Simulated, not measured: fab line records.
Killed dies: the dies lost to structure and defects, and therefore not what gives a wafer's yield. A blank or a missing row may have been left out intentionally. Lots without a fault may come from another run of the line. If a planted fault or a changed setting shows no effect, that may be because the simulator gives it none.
Split-lot study    flow n5-finfet    39 wafers read from 7 lots, route of 1938 steps

ABOUT THE SPLIT
At N5_HKMG_FIN_ALD_71 (deposits TiN, target thk 1 nm, pulse time 1 s, purge time 3 s), the setting ald-cycles was moved away from the recipe's 47 on 12 of the 39 wafers read, by -57.4% to +40.4%. For the rest of the wafers, this setting stayed at what the recipe calls for.

The split's own step is where the reading is taken.

THE READING
TiN_of_HKMG_FIN_ALD_71.thk-nm (the simulator's own value, which no gauge read), in nm, at N5_HKMG_FIN_ALD_71 (deposits TiN, target thk 1 nm, pulse time 1 s, purge time 3 s). No usual value for it is given in the file.

wafer   tool, chamber at the split  ald-cycles as run  against the recipe  TiN_of_HKMG_FIN_ALD_71.thk-nm, nm  against lot-mates on the recipe
L074.1  ald-metal-02, 1,3,3         47                 recipe              1                                  -
L074.2  ald-metal-02, 1,3,3         47                 recipe              1                                  -
L074.5  ald-metal-02, 1,3,3         47                 recipe              1                                  -
L080.1  ald-metal-04, 2,3,2         47                 recipe              1                                  -
L080.5  ald-metal-04, 2,3,2         47                 recipe              1                                  -
L080.6  ald-metal-04, 2,3,2         47                 recipe              1                                  -
L080.2  ald-metal-04, 1,3,0         20                 -57.4%              0.4                                -0.6
L080.3  ald-metal-04, 1,3,0         20                 -57.4%              0.4                                -0.6
L080.4  ald-metal-04, 1,3,0         20                 -57.4%              0.4                                -0.6
L081.1  ald-metal-02, 0,3,1         47                 recipe              1                                  -
L081.2  ald-metal-02, 0,3,1         47                 recipe              1                                  -
L081.6  ald-metal-02, 0,3,1         47                 recipe              1                                  -
L081.3  ald-metal-02, 2,1,0         24                 -48.9%              0.6                                -0.4
L081.4  ald-metal-02, 2,1,0         24                 -48.9%              0.6                                -0.4
L081.5  ald-metal-02, 2,1,0         24                 -48.9%              0.6                                -0.4
L086.1  ald-metal-02, 2,3,1,0,3,0   47                 recipe              1                                  -
L086.2  ald-metal-02, 2,3,1,0,3,0   47                 recipe              1                                  -
L086.3  ald-metal-02, 2,3,1,0,3,0   47                 recipe              1                                  -
L086.4  ald-metal-02, 2,3,1,0,3,0   47                 recipe              1                                  -
L086.5  ald-metal-02, 2,3,1,0,3,0   47                 recipe              1                                  -
L086.6  ald-metal-02, 2,3,1,0,3,0   47                 recipe              1                                  -
L088.1  ald-metal-01, 1,0,2,3,3,0   47                 recipe              1                                  -
L088.2  ald-metal-01, 1,0,2,3,3,0   47                 recipe              1                                  -
L088.3  ald-metal-01, 1,0,2,3,3,0   47                 recipe              1                                  -
L088.4  ald-metal-01, 1,0,2,3,3,0   47                 recipe              1                                  -
L088.5  ald-metal-01, 1,0,2,3,3,0   47                 recipe              1                                  -
L088.6  ald-metal-01, 1,0,2,3,3,0   47                 recipe              1                                  -
L093.1  ald-metal-01, 1,3,0         47                 recipe              1                                  -
L093.2  ald-metal-01, 1,3,0         47                 recipe              1                                  -
L093.5  ald-metal-01, 1,3,0         47                 recipe              1                                  -
L093.3  ald-metal-01, 2,0,1         66                 +40.4%              1.4                                +0.4
L093.4  ald-metal-01, 2,0,1         66                 +40.4%              1.4                                +0.4
L093.6  ald-metal-01, 2,0,1         66                 +40.4%              1.4                                +0.4
L096.1  ald-metal-02, 1,0,3         23                 -51.1%              0.4                                -0.6
L096.2  ald-metal-02, 1,0,3         23                 -51.1%              0.4                                -0.6
L096.3  ald-metal-02, 1,0,3         23                 -51.1%              0.4                                -0.6
L096.4  ald-metal-02, 2,1,2         47                 recipe              1                                  -
L096.5  ald-metal-02, 2,1,2         47                 recipe              1                                  -
L096.6  ald-metal-02, 2,1,2         47                 recipe              1                                  -
If several chambers appear in one row, that row covers several wafers at once and the file leaves open which wafer was in which chamber.

THE FIT
A straight line over all 39 wafers: TiN_of_HKMG_FIN_ALD_71.thk-nm changes by +0.0101 nm for each +1% of ald-cycles; r = +0.99; the points scatter about the line by 0.036 nm.
The same after taking each lot's own level away (the mean of its wafers on the recipe; 39 wafers): +0.0101 nm for each +1%; r = +0.99; scatter 0.036 nm.
According to that fit, moving ald-cycles by its largest amount changes the reading by 0.58 nm.
The lots' own levels span 1.00 to 1.00 nm.
The two slopes are in agreement: the lot-to-lot level therefore moves the slope only a little.
Check: with one of the wafers moved furthest among these (-57.4%) left out of the fit, the line predicts -0.581 nm for it against its lot-mates. Against them it came out at -0.6 nm.

THESE WAFERS: OTHER SPLITS
Other splits were also applied to these wafers ahead of the reading. Each is held against what the fit with the lots' levels taken away leaves over:
other split on the same wafers      wafers away from the commonest value  r with TiN_of_HKMG_FIN_ALD_71.thk-nm (lot level and that fit taken away)
N5_ZERO_LAYER_PECVD_02 time-s       12                                    +0.07
N5_FIN_SAQP_HM_DEP_03 time-s        12                                    +0.17
N5_SD_EPI_N_ETCH_16 target-depth-a  12                                    +0.14

FILE'S OWN FIT
TiN_of_HKMG_FIN_ALD_71.thk-nm changes by +0.0101 nm for each +1% of ald-cycles, r = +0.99.
